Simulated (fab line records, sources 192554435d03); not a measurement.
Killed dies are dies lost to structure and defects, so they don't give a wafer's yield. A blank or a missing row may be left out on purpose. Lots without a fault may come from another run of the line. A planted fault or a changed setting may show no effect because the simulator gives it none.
Split-lot experiment | flow n5_finfet | 7 lots, 21 wafers read, on a route of 1938 steps

THE SPLIT
At N5_BEOL_M10_ILD_DEP_00 (deposits SiCOH lowk from DEMS/porogen, target thk 308.51 nm, time 58 s), the setting time_s was moved away from the recipe's 58 s on 9 of the 21 wafers read, by -12.8% to +12.4%. The other wafers ran this setting at the recipe's value.

FROM THE SPLIT TO THE READING: what the file shows between them, 1 step
- N5_BEOL_M10_CURE_71: cures SiCOH lowk, time 240 s

THE READING
M10_ILD_THK, in nm, at N5_BEOL_M10_THK_MEAS_01. Fault-free wafers of this fab line usually give 268 nm, standard deviation 3.5 nm.

wafer  | tool, chamber at the split | time_s as run, s | against the recipe | M10_ILD_THK, nm | against lot-mates on the recipe
L079.1 | pecvd-01, 0                | 65.19            | +12.4%             | 301             | +26
L079.2 | pecvd-01, 2                | 65.19            | +12.4%             | 303             | +28
L079.5 | pecvd-01, 1                | 58               | recipe             | 275             | -
L081.2 | pecvd-02, 1                | 58               | recipe             | 267             | -
L081.3 | pecvd-02, 0                | 58               | recipe             | 263             | -
L081.6 | pecvd-02, 2                | 58               | recipe             | 268             | -
L083.4 | pecvd-01, 0                | 50.58            | -12.8%             | 236             | -38
L083.5 | pecvd-01, 2                | 58               | recipe             | 276             | -
L083.6 | pecvd-01, 1                | 58               | recipe             | 273             | -
L089.1 | pecvd-02, 1                | 58               | recipe             | 262             | -
L089.4 | pecvd-02, 2                | 58               | recipe             | 264             | -
L089.6 | pecvd-02, 0                | 54.46            | -6.1%              | 252             | -11
L091.1 | pecvd-02, 1                | 64.14            | +10.6%             | 295             | +29
L091.3 | pecvd-02, 0                | 58               | recipe             | 266             | -
L091.4 | pecvd-02, 1                | 64.14            | +10.6%             | 299             | +33
L094.1 | pecvd-01, 1                | 58               | recipe             | 266             | -
L094.4 | pecvd-01, 0                | 61.16            | +5.4%              | 282             | +16
L094.6 | pecvd-01, 1                | 61.16            | +5.4%              | 284             | +18
L095.1 | pecvd-02, 1                | 58               | recipe             | 265             | -
L095.3 | pecvd-02, 0                | 58               | recipe             | 269             | -
L095.6 | pecvd-02, 1                | 64.22            | +10.7%             | 297             | +30

THE FIT
A straight line over all 21 wafers: M10_ILD_THK changes by +2.68 nm for each +1% of time_s; r = +0.98; the points scatter about the line by 3.6 nm.
The same after taking each lot's own level away (the mean of its wafers on the recipe; 21 wafers): +2.63 nm for each +1%; r = +0.98; scatter 3.2 nm.
On that fit, the largest move of time_s shifts the reading by 34 nm.
The lots' own levels span 263.0 to 275.0 nm, that is 3.4 times the standard deviation above.
So the lot-to-lot level changes the slope little: the two slopes agree.
Check: with one of the wafers moved furthest among these (-12.8%) left out of the fit, the line predicts -31.1 nm for it against its lot-mates. It came out at -38.5 nm against them.

OTHER SPLITS ON THESE WAFERS
These wafers also went through other splits before the reading. Each is held against what the fit with the lots' levels taken away leaves over:
other split on the same wafers | wafers away from the commonest value | r with M10_ILD_THK (lot level and that fit taken away)
N5_BEOL_M8_EXPOSE_08 dose_mj   | 6                                    | +0.07

THE WHOLE CHAIN: every reading that the file lists as answering this split, in the file's order
step                    | what it does                                                           | reading                                                                                   | change (the file's fit)              | r (the file's)
N5_BEOL_M10_ILD_DEP_00  | deposits SiCOH lowk from DEMS/porogen, target thk 308.51 nm, time 58 s | SiCOH_lowk_of_BEOL_M10_ILD_DEP_00.thk_nm (the simulator's own value, which no gauge read) | +3 nm for each +1% of the setting    | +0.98
N5_BEOL_M10_CURE_71     | cures SiCOH lowk, time 240 s                                           | SiCOH_lowk_of_BEOL_M10_ILD_DEP_00.thk_nm (the simulator's own value, which no gauge read) | +2.65 nm for each +1% of the setting | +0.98
N5_BEOL_M10_THK_MEAS_01 |                                                                        | M10_ILD_THK                                                                               | +2.66 for each +1% of the setting    | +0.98

THE FILE'S OWN FIT
M10_ILD_THK changes by +2.66 nm for each +1% of time_s, r = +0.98.
